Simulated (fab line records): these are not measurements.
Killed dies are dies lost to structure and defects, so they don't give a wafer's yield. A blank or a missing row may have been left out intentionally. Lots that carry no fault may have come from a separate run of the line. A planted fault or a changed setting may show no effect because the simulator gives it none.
fab line records	flow n5Finfet
record: lots: 9	wafers: 27	lastDay: 17
route steps=1938 shown BEOL_M4@1111 BEOL_M5@1114 PASSIVATION@1936
lots that met no fault: taken from a fault-free run of the same line
startH: hours from the record's opening day to when the first of the lot's shown wafers began	waitH: hours elapsed since this lot's preceding step	" unchanged from the row above	L1.1+2: several wafers, shown together as one row	- no value, or no start given	* or withheld: withheld	< > ~ a bound
route shown NAME@n: NAME is a module with steps in the file, n the number in the route of the first one	usual: mean and standard deviation over wafers with no fault	same: alike in all rows	chamber/n: place in a boat	sites: each site's reading	_std_site: how widely they spread, as a standard deviation	_edge_site: inner sites' mean taken away from outer sites' mean	radiusMm: how far each site lies from the wafer's centre	mask NAME#n: copy n	behind: the tool/chamber that last shaped the wafer	hold: why the lot went on hold/how many hours it stayed there/how the hold came to an end	device: which transistor (n, p or np) failed to switch	end of line: tests of these same wafers at the route's end	a step given without rows: its recipe and nothing more	killed: count of dies lost to structure and defects at first sort (not the wafer's yield)	map: the dies of a wafer, with x for killed, . for not killed, _ for no die there
set.NAME: the setting that was run; set.NAME@STEP: the one run at that earlier step	model.NAME: the simulator's own value behind a step, which no gauge read
the route's steps for a sample of lots (tables are steps, rows are wafers)
services: the hour from which a tool's chamber was out of use, counted from the record's first day as startH (under 0 if before that day), plus the number of hours and why
== steps ==
step: N5_BEOL_M4_RC_MEAS_101
usual: DIBL_N: 36.0/1.7	DIBL_P: 36.0/2	IOFF_N: 0.156/0.028	IOFF_P: 0.21/0.04	ION_N: 673/12	ION_P: 463/8.3	SS_N: 71.4/0.6	SS_P: 73.3/0.66	VT_N: 250/3	VT_P: -250/3.8
lot.wafer	tool	chamber	startH	waitH	DIBL_N[mV/V]	DIBL_P[mV/V]	IOFF_N[nA/um]	IOFF_P[nA/um]	ION_N[uA/um]	ION_P[uA/um]	SS_N[mV/dec]	SS_P[mV/dec]	VT_N[mV]	VT_P[mV]
L407.1	prober-02	0	169.30	0.0	35.8	35.5	0.155	0.16	674	460	72.5	73.2	250	-257
L407.4	"	0	"	"	38.5	39.1	0.207	0.22	680	454	72.3	74.7	248	-251
L407.6	"	0	"	"	35.0	35.3	0.146	0.17	668	454	70.5	73.0	248	-256
L406.2	prober-01	0	173.52	0.2	33.3	32.2	0.102	0.17	653	460	70.6	72.2	256	-253
L406.5	"	0	"	"	35.7	35.4	0.135	0.20	654	456	72.1	73.7	254	-251
L406.6	"	0	"	"	35.2	34.4	0.136	0.20	666	459	71.4	72.7	254	-249
L408.2	prober-02	0	179.55	0.5	36.9	36.3	0.167	0.18	677	461	71.3	73.6	250	-254
L408.5	"	0	"	"	36.9	35.9	0.153	0.18	660	448	71.9	73.7	255	-255
L408.6	"	0	"	"	34.7	34.3	0.123	0.16	672	457	70.7	72.6	254	-254
L410.1	prober-01	0	190.45	0.0	34.8	33.7	0.118	0.18	652	454	71.3	73.1	255	-252
L410.2	"	0	"	"	37.8	38.1	0.169	0.24	669	465	72.4	73.7	250	-246
L410.4	"	0	"	"	35.3	34.2	0.136	0.18	672	463	71.1	72.9	250	-252
L413.2	prober-02	0	208.03	0.2	36.1	35.1	0.155	0.20	669	462	71.7	73.6	252	-251
L413.4	"	0	"	"	36.3	35.6	0.168	0.22	681	465	70.9	73.2	248	-247
L413.6	"	0	"	"	36.6	35.9	0.159	0.22	673	461	71.8	74.5	251	-250
L414.1	prober-02	0	216.26	0.0	37.0	36.3	0.172	0.20	684	466	72.0	73.8	248	-253
L414.5	"	0	"	"	36.4	35.2	0.160	0.18	684	468	71.0	73.5	248	-253
L414.6	"	0	"	"	36.6	36.0	0.163	0.19	682	461	71.5	73.7	251	-253
L417.1	prober-02	0	238.77	0.0	35.4	35.3	0.164	0.23	678	467	71.0	72.4	247	-245
L417.2	"	0	"	"	33.6	34.6	0.139	0.23	672	474	70.8	72.7	248	-247
L417.5	"	0	"	"	35.8	36.7	0.188	0.27	695	480	71.8	73.8	246	-245
L421.3	prober-02	0	263.12	0.3	38.2	39.8	0.180	0.26	676	466	71.8	73.4	248	-246
L421.4	"	0	"	"	37.0	38.4	0.150	0.23	660	456	71.2	73.9	251	-247
L421.6	"	0	"	"	34.4	35.9	0.121	0.20	663	460	70.9	72.9	253	-250
L427.2	prober-01	0	298.67	0.2	35.1	35.2	0.132	0.16	676	463	70.9	72.4	251	-254
L427.3	"	0	"	"	36.1	36.0	0.156	0.18	674	461	71.5	73.2	250	-256
L427.4	"	0	"	"	35.9	36.8	0.150	0.19	680	462	71.0	72.9	251	-253
step: N5_BEOL_M5_THK_MEAS_01
recipe: reads: SiCOH_lowk_of_BEOL_M5_ILD_DEP_00
usual: M5_ILD_THK: 120.9/1.6
lot.wafer	tool	chamber	startH	waitH	M5_ILD_THK[nm]
L407.1	filmMetro-02	-	171.32	0.8	120.8
L407.4	"	-	"	"	121.0
L407.6	"	-	"	"	122.0
L406.2	filmMetro-01	-	174.91	0.4	118.2
L406.5	"	-	"	"	121.9
L406.6	"	-	"	"	123.1
L408.2	filmMetro-01	-	181.06	0.4	120.1
L408.5	"	-	"	"	120.6
L408.6	"	-	"	"	121.5
L410.1	filmMetro-01	-	191.99	0.4	120.6
L410.2	"	-	"	"	117.5
L410.4	"	-	"	"	120.9
L413.2	filmMetro-02	-	209.89	0.7	120.2
L413.4	"	-	"	"	120.9
L413.6	"	-	"	"	121.9
L414.1	filmMetro-02	-	217.79	0.4	120.6
L414.5	"	-	"	"	122.4
L414.6	"	-	"	"	119.1
L417.1	filmMetro-01	-	240.30	0.4	121.5
L417.2	"	-	"	"	119.7
L417.5	"	-	"	"	122.8
L421.3	filmMetro-02	-	264.83	0.5	119.9
L421.4	"	-	"	"	122.9
L421.6	"	-	"	"	121.2
L427.2	filmMetro-01	-	300.06	0.4	119.1
L427.3	"	-	"	"	121.1
L427.4	"	-	"	"	121.1
step: N5_BEOL_M5_EXPOSE_08
recipe: maskId: M5	na: 0.33	sourceShape: annular	sigmaInner: 0.4	sigmaOuter: 0.8	polarization: unpolarized	targetCdNm: 28	doseMj: 35.75
lot.wafer	tool	chamber	startH	waitH	mask
L407.1+4+6	euvScanner-01	0	172.65	-	M5#0
L406.2+5+6	euvScanner-02	0	175.80	-	M5#0
L408.2+5+6	euvScanner-02	0	181.52	-	M5#0
L410.1+2+4	euvScanner-02	0	193.40	-	M5#0
L413.2+4+6	euvScanner-01	0	211.70	-	M5#0
L414.1+5+6	euvScanner-02	0	220.43	-	M5#0
L417.1+2+5	euvScanner-01	0	242.46	-	M5#0
L421.3+4+6	euvScanner-01	0	266.17	-	M5#0
L427.2+3+4	euvScanner-01	0	300.68	-	M5#0
step: N5_BEOL_M5_OVL_MEAS_12
recipe: pointsPerWafer: 522
usual: M5_OVL: -0.1/0.65
lot.wafer	tool	chamber	startH	waitH	M5_OVL[nm]
L407.1	overlay-02	0	172.81	0.0	-0.7
L407.4	"	0	"	"	0.1
L407.6	"	0	"	"	0.3
L406.2	overlay-02	0	175.96	0.0	0.5
L406.5	"	0	"	"	0.6
L406.6	"	0	"	"	0.3
L408.2	overlay-02	0	181.67	0.0	0.4
L408.5	"	0	"	"	-0.2
L408.6	"	0	"	"	-0.3
L410.1	overlay-01	0	193.56	0.0	11.2
L410.2	"	0	"	"	10.9
L410.4	"	0	"	"	10.6
L413.2	overlay-02	0	211.86	0.0	-1.1
L413.4	"	0	"	"	0.4
L413.6	"	0	"	"	0.8
L414.1	overlay-02	0	220.59	0.0	12.0
L414.5	"	0	"	"	12.1
L414.6	"	0	"	"	11.7
L417.1	overlay-01	0	242.62	0.0	-0.3
L417.2	"	0	"	"	-2.2
L417.5	"	0	"	"	-0.5
L421.3	overlay-02	0	266.33	0.0	-0.5
L421.4	"	0	"	"	0.2
L421.6	"	0	"	"	0.0
L427.2	overlay-02	0	300.84	0.0	-0.2
L427.3	"	0	"	"	1.1
L427.4	"	0	"	"	0.0
step: N5_BEOL_M5_ETCH_62
recipe: chemistry: N2/H2	target: SOC	targetDepthA: 750	overetchA: 150	maskMaterial: SiARC	tempC: 40	timeS: 112.5	ionEnergyEv: 200	pressureMtorr: 30	sourceW: 840	biasW: 150	n2FlowSccm: 200	h2FlowSccm: 200
usual: chamberPressureMTorr: 30.001/0.029	drypumpMotorCurrentA: 5.8/0.51	oesProductAu: 0.64/0.075	rfFwdPowerW: 836.2/2.8	rfVppV: 524.2/2.6	showerheadPlenumPTorr: 2.55/0.088	throttleValvePct: 17.77/0.24
lot.wafer	tool	chamber	startH	waitH	chamberPressureMTorr	drypumpMotorCurrentA	oesProductAu	rfFwdPowerW	rfHoursCounterH	rfVppV	showerheadPlenumPTorr	throttleValvePct
L407.1	rieDiel-05	2	172.98	0.0	30.023	6.5	0.71	840.4	32	522.8	2.49	17.64
L407.4	"	3	"	"	30.033	6.4	0.64	835.0	95	522.0	2.46	17.79
L407.6	"	3	"	"	29.990	6.4	0.64	836.7	-	522.5	2.46	17.81
L406.2	rieDiel-05	2	176.13	0.0	30.044	6.5	0.71	836.1	32	522.9	2.49	17.65
L406.5	"	3	"	"	29.992	6.4	0.64	836.2	-	521.4	2.46	17.80
L406.6	"	0	"	"	29.978	5.5	0.56	834.4	-	525.4	2.63	17.93
L408.2	rieDiel-02	2	181.90	0.0	30.035	6.8	0.66	836.9	71	523.8	2.57	18.07
L408.5	"	0	"	"	29.981	5.1	0.54	840.0	-	519.9	2.38	17.94
L408.6	"	3	"	"	30.034	6.5	0.61	836.8	-	523.7	2.54	17.89
L410.1	rieDiel-04	3	193.73	0.0	29.944	5.5	0.74	835.1	14	529.2	2.69	17.20
L410.2	"	1	"	"	29.991	5.3	0.54	838.0	247	525.9	2.62	17.94
L410.4	"	1	"	"	30.041	5.3	0.54	837.7	-	524.9	2.62	17.93
L413.2	rieDiel-04	3	212.03	0.0	29.930	5.4	0.72	841.0	22	528.1	2.69	17.22
L413.4	"	1	"	"	29.980	5.4	0.54	837.0	-	524.8	2.61	17.94
L413.6	"	3	"	"	30.007	5.4	0.73	837.6	-	526.9	2.69	17.23
L414.1	rieDiel-04	2	221.03	0.0	30.055	5.7	0.54	836.7	253	525.3	2.60	17.81
L414.5	"	3	"	"	30.014	5.5	0.72	838.9	-	528.2	2.69	17.20
L414.6	"	2	"	"	29.936	5.7	0.54	834.4	-	524.7	2.60	17.80
L417.1	rieDiel-05	1	243.01	0.0	30.006	5.6	0.59	838.8	157	521.9	2.44	17.74
L417.2	"	3	"	"	29.973	6.4	0.62	829.9	118	520.3	2.45	17.84
L417.5	"	1	"	"	30.057	5.6	0.59	838.1	-	522.9	2.44	17.71
L421.3	rieDiel-04	1	266.51	0.0	30.024	5.4	0.74	837.9	5	524.5	2.61	17.55
L421.4	"	1	"	"	30.025	5.4	0.74	835.0	-	524.1	2.61	17.55
L421.6	"	0	"	"	29.981	5.4	0.72	831.6	-	525.9	2.59	17.97
L427.2	rieDiel-02	1	301.05	0.0	29.995	6.2	0.68	840.8	35	522.2	2.49	17.86
L427.3	"	2	"	"	30.010	6.8	0.62	834.3	111	523.8	2.56	18.11
L427.4	"	0	"	"	30.045	5.0	0.72	835.1	27	527.9	2.69	17.51
step: N5_BEOL_M5_HM_OPEN_17
recipe: chemistry: Cl2/BCl3	targetDepthA: 200	overetchA: 60	target: TiN	maskMaterial: SOC	ionEnergyEv: 150	pressureMtorr: 10	icpW: 1000	biasW: 126	Cl2_flow_sccm: 53.25	bcl3FlowSccm: 21.75	Ar_flow_sccm: 25
usual: chamberPressureMTorr: 10.000/0.0095	drypumpMotorCurrentA: 5.6/0.42	oes_ar_750_au: 0.73/0.12	oesProductAu: 0.63/0.11	rfFwdPowerW: 993/3	throttleValvePct: 22.26/0.2
lot.wafer	tool	chamber	startH	waitH	chamberPressureMTorr	drypumpMotorCurrentA	oes_ar_750_au	oesProductAu	rfFwdPowerW	rfHoursCounterH	throttleValvePct
L407.1	rieMetal-01	1	173.15	0.0	9.984	6.1	0.66	0.57	995	93	22.52
L407.4	"	1	"	"	10.005	6.1	0.66	0.57	991	-	22.51
L407.6	"	1	"	"	10.011	6.1	0.65	0.57	992	-	22.54
L406.2	rieMetal-02	1	176.29	0.0	10.018	6.1	0.68	0.57	991	81	22.40
L406.5	"	0	"	"	9.994	5.1	0.76	0.66	991	-	22.07
L406.6	"	1	"	"	10.001	6.1	0.67	0.58	993	-	22.38
L408.2	rieMetal-02	1	182.07	0.0	10.025	6.1	0.68	0.57	996	81	22.40
L408.5	"	0	"	"	9.985	5.1	0.76	0.66	998	-	22.05
L408.6	"	1	"	"	9.997	6.1	0.67	0.57	994	-	22.40
L410.1	rieMetal-03	1	193.90	0.0	10.003	5.1	0.92	0.81	997	2	22.01
L410.2	"	0	"	"	10.025	5.7	0.62	0.52	992	121	22.44
L410.4	"	0	"	"	9.995	5.7	0.63	0.52	992	-	22.47
L413.2	rieMetal-03	0	212.20	0.0	9.990	5.7	0.63	0.52	990	122	22.44
L413.4	"	0	"	"	10.002	5.7	0.63	0.51	994	-	22.46
L413.6	"	0	"	"	9.996	5.7	0.63	0.51	991	-	22.45
L414.1	rieMetal-03	0	221.23	0.1	10.019	5.7	0.63	0.51	991	123	22.45
L414.5	"	1	"	"	10.000	5.1	0.89	0.79	991	-	22.01
L414.6	"	0	"	"	9.991	5.7	0.63	0.52	993	-	22.45
L417.1	rieMetal-03	1	243.18	0.0	10.001	5.1	0.88	0.76	993	7	22.02
L417.2	"	0	"	"	9.998	5.7	0.62	0.50	984	125	22.48
L417.5	"	0	"	"	10.000	5.7	0.62	0.50	992	-	22.47
L421.3	rieMetal-03	1	266.74	0.1	10.009	5.1	0.88	0.78	987	-	22.01
L421.4	"	1	"	"	10.006	5.1	0.88	0.76	989	-	22.02
L421.6	"	1	"	"	9.999	5.1	0.88	0.77	992	-	22.00
L427.2	rieMetal-02	0	301.22	0.0	9.991	5.1	0.72	0.63	992	46	22.06
L427.3	"	0	"	"	9.975	5.1	0.72	0.64	992	-	22.07
L427.4	"	1	"	"	10.005	6.1	0.65	0.55	997	-	22.40
step: N5_PASSIVATION_PROBE_49
usual: defectLimitedYield: 91.6/1.6	killed_at_M0_to_M3: 31/10	killed_at_M4_up: 14/6.3	killedAtContacts: 12/6.1	killedAtFrontEnd: 39/12	killedAtOther: 3.7/2.8	killedDies: 100/19	killedOnRim: 13/4.2	killedOpen: 66/14	killedShort: 33/8.1	sort_bin_5_function: 5.0/1.1	sort_bin_6_memory: 3.2/0.66	sortNPass: 1080/18	sortYieldPct: 91.6/1.6
same: grossDies: 1180	killedAtBackSide: 0	sort_bin_4_leakage[%]: 0	sort_bin_8_speed[%]: 0
lot.wafer	tool	chamber	startH	waitH	defectLimitedYield[%]	killed_at_M0_to_M3	killed_at_M4_up	killedAtContacts	killedAtFrontEnd	killedAtOther	killedDies	killedOnRim	killedOpen	killedShort	sort_bin_5_function[%]	sort_bin_6_memory[%]	sortNPass	sortYieldPct[%]
L410.1	prober-01	-	297.03	0.0	39.6	31	624	24	32	2	713	101	65	36	31.3	3.5	467	39.6
L410.2	prober-01	-	297.08	0.1	63.1	22	362	22	28	2	436	52	51	27	19.1	2.9	744	63.1
L410.4	prober-01	-	297.18	0.2	60.0	36	393	10	26	7	472	55	55	35	21.4	2.0	708	60.0
L413.2	prober-01	-	314.25	0.1	92.9	29	20	13	21	1	84	9	55	24	3.6	3.4	1096	92.9
L413.4	prober-01	-	314.35	0.2	91.8	29	18	13	36	1	97	12	60	37	4.9	2.5	1083	91.8
L413.6	prober-01	-	314.45	0.3	91.3	34	12	17	38	2	103	24	69	33	4.8	3.6	1077	91.3
L417.2	prober-02	-	339.06	0.1	87.6	47	24	23	44	8	146	18	95	50	6.9	4.7	1034	87.6
L421.4	prober-01	-	377.02	0.2	90.0	23	22	8	60	5	118	15	68	50	5.3	4.2	1062	90.0
L421.6	prober-01	-	377.12	0.3	92.8	16	9	7	53	0	85	14	49	35	4.0	2.8	1095	92.8
killed by level:class
L410.1 BEOL_M5:overlay=612 MOL_CONTACT_COAG:geometricParticle:open=20 FIN_SAQP:geometricParticle:short=8 BEOL_M0_SAQP:geometricParticle:short=7 BEOL_M3:geometricParticle:open=7 FIN_SAQP:geometricParticle:open=5 GATE_CUT:geometricParticle:short=5 BEOL_M0_SAQP:geometricParticle:open=5
L410.2 BEOL_M5:overlay=356 MOL_CONTACT_COAG:geometricParticle:open=17 FIN_SAQP:geometricParticle:open=8 FIN_SAQP:geometricParticle:short=7 MOL_CONTACT_COAG:geometricParticle:short=5 BEOL_M3:geometricParticle:open=5 GATE_CUT:geometricParticle:short=4 BEOL_M0_SAQP:geometricParticle:short=4
L410.4 BEOL_M5:overlay=382 MOL_CONTACT_COAG:geometricParticle:open=10 BEOL_M0_SAQP:geometricParticle:short=9 STI_FIN_REVEAL:geometricParticle:open=5 BEOL_M0_SAQP:geometricParticle:open=5 BEOL_M0:geometricParticle:short=5 FIN_SAQP:geometricParticle:open=4 BEOL_M3:geometricParticle:open=4
L413.2 MOL_CONTACT_COAG:geometricParticle:open=9 BEOL_M0_SAQP:geometricParticle:open=8 BEOL_M0_SAQP:geometricParticle:short=6 FIN_SAQP:geometricParticle:open=5 BEOL_M4:geometricParticle:open=5 MOL_CONTACT_COAG:geometricParticle:short=4 STI_FIN_REVEAL:geometricParticle:open=3 BEOL_M2:geometricParticle:open=3
L413.4 FIN_SAQP:geometricParticle:short=12 MOL_CONTACT_COAG:geometricParticle:open=12 BEOL_M2:geometricParticle:open=9 BEOL_M0_SAQP:geometricParticle:short=7 BEOL_M0_SAQP:geometricParticle:open=6 BEOL_M5:geometricParticle:open=6 FIN_SAQP:geometricParticle:open=5 BEOL_M5:geometricParticle:short=5
L413.6 FIN_SAQP:geometricParticle:open=16 MOL_CONTACT_COAG:geometricParticle:open=15 BEOL_M2:geometricParticle:open=13 FIN_SAQP:geometricParticle:short=11 BEOL_M0_SAQP:geometricParticle:short=5 BEOL_M3:geometricParticle:open=5 BEOL_M0_SAQP:geometricParticle:open=4 BEOL_M5:geometricParticle:open=4
L417.2 MOL_CONTACT_COAG:geometricParticle:open=18 FIN_SAQP:geometricParticle:open=13 FIN_SAQP:geometricParticle:short=11 BEOL_M0_SAQP:geometricParticle:short=11 BEOL_M2:geometricParticle:open=8 BEOL_M3:geometricParticle:open=8 GATE_CUT:geometricParticle:short=7 BEOL_M0_SAQP:geometricParticle:open=7
L421.4 GATE_CUT:geometricParticle:short=12 GATE_CUT:geometricParticle:open=10 FIN_SAQP:geometricParticle:open=9 BEOL_M4:geometricParticle:open=9 BEOL_M0_SAQP:geometricParticle:short=8 STI_FIN_REVEAL:geometricParticle:open=6 MOL_CONTACT_COAG:geometricParticle:open=6 BEOL_M5:geometricParticle:open=6
L421.6 FIN_SAQP:geometricParticle:open=12 FIN_SAQP:geometricParticle:short=11 GATE_CUT:geometricParticle:short=7 MOL_CONTACT_COAG:geometricParticle:open=7 STARTING-WAFER:geometricParticle:open=5 STI_FIN_REVEAL:geometricParticle:open=4 DUMMY_GATE:geometricParticle:short=4 BEOL_M1:geometricParticle:open=4
== services ==
tool	chamber	startH	hours	kind
rieDiel-05	0	149.93	9.9	repair
rieMetal-03	1	151.56	-	clean
rieMetal-03	1	151.56	14.8	scheduledDown
rieMetal-03	1	151.56	14.8	ventCycle
rieDiel-04	0	184.42	-	clean
rieDiel-04	0	184.42	-	consumableReplace:esc
rieDiel-04	0	184.42	-	consumableReplace:focusRing
rieDiel-04	0	184.42	36.4	scheduledDown
euvScanner-02	-	189.58	1.0	pm
euvScanner-01	-	193.90	1.0	pm
rieMetal-03	0	213.09	4.3	repair
euvScanner-01	-	213.62	2.1	repair
rieMetal-01	1	217.82	15.9	repair
rieMetal-03	1	245.22	17.3	repair
euvScanner-02	-	245.73	1.0	pm
euvScanner-01	-	246.61	4.9	repair
euvScanner-02	-	251.46	4.6	pm
euvScanner-01	-	256.06	1.0	pm
euvScanner-02	-	261.91	5.8	pm
rieMetal-03	0	262.53	-	clean
rieMetal-03	0	262.53	29.8	scheduledDown
rieMetal-03	0	262.53	29.8	ventCycle
euvScanner-01	-	275.44	0.3	repair
euvScanner-01	-	281.30	5.8	pm
== key ==
firstSign: step: N5_BEOL_M5_OVL_MEAS_12	reading: M5_OVL	direction: up	sigmas: 18	usual: -0.1	struck: 11.4
effect: step: N5_PASSIVATION_PROBE_49	reading: killed_at_M4_up	direction: up	sigmas: 71	usual: 14	struck: 460
moreKillsBornAt: N5_BEOL_M5_EXPOSE_08@euvScanner-02: 1350
metAt N5_BEOL_M5_EXPOSE_08
struckLots L410,L414
rowsEnd L414.1,L414.5,L414.6
notActingAt N5_BEOL_M5_THK_MEAS_01,N5_BEOL_M5_ETCH_62,N5_BEOL_M5_HM_OPEN_17
onsetBetween 181.52 193.40
fault: kind: scannerMatchingOverlay	tool: euvScanner-02	chamber: -	onsetH: 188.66	steps: N5_BEOL_M5_EXPOSE_08	offset: 11.071
rowsEnd: these wafers met a further fault down the route, and their rows from its step on are left out
